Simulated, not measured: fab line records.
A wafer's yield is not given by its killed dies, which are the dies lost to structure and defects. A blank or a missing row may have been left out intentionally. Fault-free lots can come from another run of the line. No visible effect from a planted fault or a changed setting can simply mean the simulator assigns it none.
Split-lot experiment ; flow n5 finfet ; 21 wafers read from 7 lots, route of 1938 steps

## ABOUT THE SPLIT
At N5_HKMG_FIN_COAT_06 (resist thk 90 nm), the setting spin rpm was moved away from the recipe's 1500 rpm on 10 of the 21 wafers read, by -7.4% to +9.2%. For the rest of the wafers, this setting stayed at what the recipe calls for.

## FROM THE SPLIT TO THE READING: what the file shows between them, 2 steps
- N5_HKMG_FIN_EXPOSE_09: exposes mask NWFM (also split here: dose mj)
- N5_HKMG_FIN_PEB_10: peb time 60 s

## THE READING
CAR-ArF_of_HKMG_FIN_COAT_06.thk nm (the simulator's own value, which no gauge read), in nm, at N5_HKMG_FIN_DEVELOP_11 (develop time 30 s). There is no usual value for it anywhere in the file. Here, 11 wafers ran the recipe; their average is 88.3 nm with a standard deviation of 0.24 nm.

wafer;tool, chamber at the split;spin rpm as run, rpm;against the recipe;CAR-ArF_of_HKMG_FIN_COAT_06.thk nm, nm;against lot-mates on the recipe
L075.1;litho track-05, 0;1500;recipe;87.8;-
L075.2;litho track-05, 0;1626;+8.4%;84;-3.8
L075.3;litho track-05, 0;1626;+8.4%;84.4;-3.4
L076.2;litho track-04, 0;1638;+9.2%;84.8;-3.6
L076.4;litho track-04, 0;1500;recipe;88.4;-
L076.6;litho track-04, 0;1638;+9.2%;84.6;-3.8
L081.2;litho track-05, 0;1500;recipe;88;-
L081.3;litho track-05, 0;1500;recipe;88;-
L081.6;litho track-05, 0;1500;recipe;88.2;-
L086.1;litho track-05, 0;1436;-4.3%;90.2;+2.0
L086.3;litho track-05, 0;1436;-4.3%;90.2;+2.0
L086.5;litho track-05, 0;1500;recipe;88.2;-
L087.3;litho track-04, 0;1500;recipe;88.4;-
L087.4;litho track-04, 0;1389;-7.4%;92;+3.6
L087.5;litho track-04, 0;1389;-7.4%;92;+3.6
L091.2;litho track-05, 0;1500;recipe;88.2;-
L091.3;litho track-05, 0;1500;recipe;88.6;-
L091.4;litho track-05, 0;1414;-5.7%;91;+2.6
L092.1;litho track-03, 0;1436;-4.3%;90.4;+1.9
L092.4;litho track-03, 0;1500;recipe;88.4;-
L092.6;litho track-03, 0;1500;recipe;88.6;-

FIT RESULTS
A straight line over all 21 wafers: CAR-ArF_of_HKMG_FIN_COAT_06.thk nm changes by -0.455 nm for each +1% of spin rpm; r = -0.99; the points scatter about the line by 0.31 nm.
The same after taking each lot's own level away (the mean of its wafers on the recipe; 21 wafers): -0.438 nm for each +1%; r = -1.00; scatter 0.18 nm.
The reading moves by 4 nm for the largest change in spin rpm, on that fit.
The span of the lots' own levels, 87.80 to 88.50 nm, comes to 2.9 times the standard deviation stated above.
Hence the lot-to-lot level has little effect on the slope; both slopes agree.
Check: with one of the wafers moved furthest among these (+9.2%) left out of the fit, the line predicts -4.03 nm for it against its lot-mates. Against them it came out at -3.6 nm.

## FURTHER SPLITS ON THESE WAFERS
Before the reading, these wafers also passed through other splits. Each is held against what the fit with the lots' levels taken away leaves over:
other split on the same wafers;wafers away from the commonest value;r with CAR-ArF_of_HKMG_FIN_COAT_06.thk nm (lot level and that fit taken away)
N5_SD_EPI_N_EPI_21 epi growth time s;5;+0.07
N5_ILD0_CMP_03 down force psi;8;+0.03
N5_SDB_HM_DEP_00 time s;2;+0.38
N5_HKMG_FIN_EXPOSE_09 dose mj;11;+0.15

## THE WHOLE CHAIN: every reading that the file lists as answering this split, in the file's order
step;what it does;reading;change (the file's fit);r (the file's)
N5_HKMG_FIN_COAT_06;resist thk 90 nm;CAR-ArF_of_HKMG_FIN_COAT_06.thk nm (the simulator's own value, which no gauge read);-0.445 nm for each +1% of the setting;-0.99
N5_HKMG_FIN_DEVELOP_11;develop time 30 s;CAR-ArF_of_HKMG_FIN_COAT_06.thk nm (the simulator's own value, which no gauge read);-0.439 nm for each +1% of the setting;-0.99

## THE FILE'S OWN FIT
CAR-ArF_of_HKMG_FIN_COAT_06.thk nm changes by -0.439 nm for each +1% of spin rpm, r = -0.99.
